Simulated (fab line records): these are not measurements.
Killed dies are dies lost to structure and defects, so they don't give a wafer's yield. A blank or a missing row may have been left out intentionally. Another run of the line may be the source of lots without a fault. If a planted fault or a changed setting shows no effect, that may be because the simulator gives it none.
A lot that was struck, set against a sound lot :: flow n5 finfet :: 14 steps out of a route of 1938
Sound: these wafers, L926.1, L926.3, L926.6. Struck: wafer L930.5 (left out: L930.6, a lot-mate that was not struck); the cause follows at the end.
Order at every step that has rows: each side's tool, ch and its chambers, its first start. Under that, the readings that differ: sound wafers :: struck wafers :: difference of the means :: sigmas: that difference in standard deviations of wafers without a fault.
alike: a reading whose means differ by less than 2 such deviations, as well as words and numbers matching on both sides. not compared: withheld readings; readings where some wafer has no value; bounds like >300 that might hide an equal value; numbers whose values overlap and for which the record gives no deviation.
The two part at a step that has a row with sigmas, a row that says differs or no value, or rows on one side only. Numbers that have no deviation but don't overlap get no sigmas and don't part them. A reading missing from all wafers of one side parts the sides only when that side holds two or more wafers.

first, 7 steps without rows for these wafers: N5_BEOL_M13_COAT_22 (resist thk 300 nm); N5_BEOL_M13_EBR_24; N5_BEOL_M13_SOFTBAKE_23 (time 60 s); N5_BEOL_M13_EXPOSE_25 (exposes mask M13, target cd 210 nm); N5_BEOL_M13_PEB_26 (peb time 90 s); N5_BEOL_M13_DEVELOP_27 (develop time 45 s); N5_BEOL_M13_HARDBAKE_32 (time 120 s).
N5_BEOL_M13_CD_MEAS_28: target cd 209.5 nm.
  sound on cd sem-03 ch 0, day 15 03:59; struck on cd sem-01 ch 0, day 16 16:25
  alike: cd nm
N5_BEOL_M13_OVL_MEAS_29:
  sound on overlay-02 ch 0, day 15 04:01; struck on overlay-02 ch 0, day 16 16:27
  alike: M13_OVL
N5_BEOL_M13_INSPECT_30: inspects for defects (macro).
  sound on defect inspect-02 at day 15 04:02; struck on defect inspect-01 at day 16 16:28
  alike: raw defect count
N5_BEOL_M13_DESCUM_33: chemistry O2, time 7.9 s.
  sound on rie diel-01 ch 2,3, day 15 04:07; struck on rie diel-04 ch 2, day 16 16:52
  alike: drypump motor current A, oes product au, rf vpp V, showerhead plenum p Torr, throttle valve pct
  not compared: rf hours counter h
N5_BEOL_M13_ETCH_67: etches SiARC in CF4, target depth 143 nm, time 238.3 s.
  sound on rie diel-01 ch 2,3, day 15 04:09; struck on rie diel-04 ch 2, day 16 16:58
reading: rf vpp V (V)
sound: 183.8 183.1 183.1
struck: 186.7
difference: +3.4
sigmas: +3

reading: throttle valve pct (%)
sound: 15.28 15.32 15.31
struck: 15.74
difference: +0.44
sigmas: +2
  alike: cf4 flow sccm, drypump motor current A, etch rf on time s, oes product au, showerhead plenum p Torr
  not compared: rf hours counter h
N5_BEOL_M13_ETCH_68: etches SOC in N2/H2, time 355 s.
  sound on rie diel-01 ch 2,3, day 15 04:18; struck on rie diel-04 ch 2, day 16 17:08
reading: run length s (s)
sound: 378.3 378.5 378.3
struck: 263.1
difference: -115.3
sigmas: -99 or more

reading: model.SiARC_of_BEOL_M13_COAT_66.thk nm (nm)
sound: 76.4 76.8 76.8
struck: 88
difference: +11
sigmas: 
  alike: drypump motor current A, oes product au, rf vpp V, showerhead plenum p Torr, throttle valve pct
  not compared: rf hours counter h
then, 1 step without rows for these wafers: N5_BEOL_M13_STRIP_69 (strips in N2/H2).

== WHERE THEY PART ==
First at N5_BEOL_M13_ETCH_67; last, within this record, at N5_BEOL_M13_ETCH_68.

WHY: whatever the simulator had introduced
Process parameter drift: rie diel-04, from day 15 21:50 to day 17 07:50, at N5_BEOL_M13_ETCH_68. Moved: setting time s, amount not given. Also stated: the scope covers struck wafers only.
